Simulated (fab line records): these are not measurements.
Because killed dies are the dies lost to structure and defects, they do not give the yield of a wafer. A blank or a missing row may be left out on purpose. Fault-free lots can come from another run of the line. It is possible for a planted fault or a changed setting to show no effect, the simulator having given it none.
Split-lot trial | flow n5_finfet | 21 wafers read from 7 lots, route of 1938 steps

THE SPLIT
At N5_BEOL_M3_COAT_76 (time 60 s, resist thk 5 nm), the setting spin_rpm was moved away from the recipe's 1500 rpm on 5 of the 21 wafers read, by -9.9% to +11.1%. The other wafers ran this setting at the recipe's value.

FROM THE SPLIT TO THE READING: what the file shows between them, 3 steps
- N5_BEOL_M3_COAT_22: resist thk 30 nm
- N5_BEOL_M3_EBR_24
- N5_BEOL_M3_DESCUM_33: chemistry O2, time 7 s

THE READING
etch.depth_nm (the simulator's own value, which no gauge read), in nm, at N5_BEOL_M3_ETCH_77 (etches underlayer in N2/H2, target depth 6.5 nm, time 5.2 s). There is no usual value for it anywhere in the file. Average 5.007 nm, standard deviation 0.011 nm, over the 16 wafers here run with the recipe.

wafer  | tool, chamber at the split | spin_rpm as run, rpm | against the recipe | etch.depth_nm, nm | against lot-mates on the recipe
L077.1 | litho_track-01, 0          | 1500                 | recipe             | 4.999             | -
L077.4 | litho_track-01, 0          | 1500                 | recipe             | 4.995             | -
L077.6 | litho_track-01, 0          | 1500                 | recipe             | 4.994             | -
L079.2 | litho_track-01, 0          | 1500                 | recipe             | 5.005             | -
L079.4 | litho_track-01, 0          | 1500                 | recipe             | 4.999             | -
L079.5 | litho_track-01, 0          | 1500                 | recipe             | 4.997             | -
L088.1 | litho_track-04, 0          | 1500                 | recipe             | 5.034             | -
L088.5 | litho_track-04, 0          | 1500                 | recipe             | 5.017             | -
L088.6 | litho_track-04, 0          | 1500                 | recipe             | 5.016             | -
L095.2 | litho_track-01, 0          | 1500                 | recipe             | 4.995             | -
L095.5 | litho_track-01, 0          | 1500                 | recipe             | 5                 | -
L095.6 | litho_track-01, 0          | 1352                 | -9.9%              | 5.264             | +0.266
L094.1 | litho_track-01, 0          | 1500                 | recipe             | 5.017             | -
L094.3 | litho_track-01, 0          | 1500                 | recipe             | 5.022             | -
L094.4 | litho_track-01, 0          | 1500                 | recipe             | 5.016             | -
L089.1 | litho_track-01, 0          | 1555                 | +3.7%              | 4.923             | -0.079
L089.2 | litho_track-01, 0          | 1500                 | recipe             | 5.002             | -
L089.6 | litho_track-01, 0          | 1555                 | +3.7%              | 4.921             | -0.081
L092.1 | litho_track-04, 0          | 1500                 | recipe             | 5.002             | -
L092.2 | litho_track-04, 0          | 1667                 | +11.1%             | 4.75              | -0.252
L092.4 | litho_track-04, 0          | 1667                 | +11.1%             | 4.75              | -0.252

THE FIT
A straight line over all 21 wafers: etch.depth_nm changes by -0.024 nm for each +1% of spin_rpm; r = -0.99; the points scatter about the line by 0.012 nm.
The same after taking each lot's own level away (the mean of its wafers on the recipe; 21 wafers): -0.0239 nm for each +1%; r = -1.00; scatter 0.0088 nm.
The reading moves by 0.27 nm for the largest change in spin_rpm, on that fit.
From 4.9960 to 5.0223 nm: that is the span of the lots' own levels, equal to 2.3 times the standard deviation above.
Hence the lot-to-lot level has little effect on the slope; both slopes agree.
Check: -0.268 nm against its lot-mates is what the line predicts for one of the wafers moved furthest among these (+11.1%) when that wafer is left out of the fit. It came out at -0.252 nm against them.

OTHER SPLITS ON THESE WAFERS
Note: prior to the reading, these wafers also went through further splits. Each is held against what the fit with the lots' levels taken away leaves over:
other split on the same wafers    | wafers away from the commonest value | r with etch.depth_nm (lot level and that fit taken away)
N5_BEOL_M0_SAQP_EXPOSE_37 dose_mj | 10                                   | +0.30
N5_BEOL_M1_COAT_73 spin_rpm       | 7                                    | -0.17
N5_BEOL_M1_TRENCH_ETCH_37 time_s  | 7                                    | +0.02
N5_BEOL_M2_ETCH_69 bias_w         | 7                                    | -0.11
N5_BEOL_M2_TRENCH_ETCH_37 bias_w  | 9                                    | +0.09

THE WHOLE CHAIN: every reading that the file lists as answering this split, in the file's order
step               | what it does                                                | reading                                                        | change (the file's fit)                | r (the file's)
N5_BEOL_M3_ETCH_77 | etches underlayer in N2/H2, target depth 6.5 nm, time 5.2 s | etch_rf_on_time_s                                              | withheld for each +1% of the setting   | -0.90
N5_BEOL_M3_ETCH_77 | etches underlayer in N2/H2, target depth 6.5 nm, time 5.2 s | etch.depth_nm (the simulator's own value, which no gauge read) | -0.0244 nm for each +1% of the setting | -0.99

THE FILE'S OWN FIT
etch.depth_nm changes by -0.0244 nm for each +1% of spin_rpm, r = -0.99.
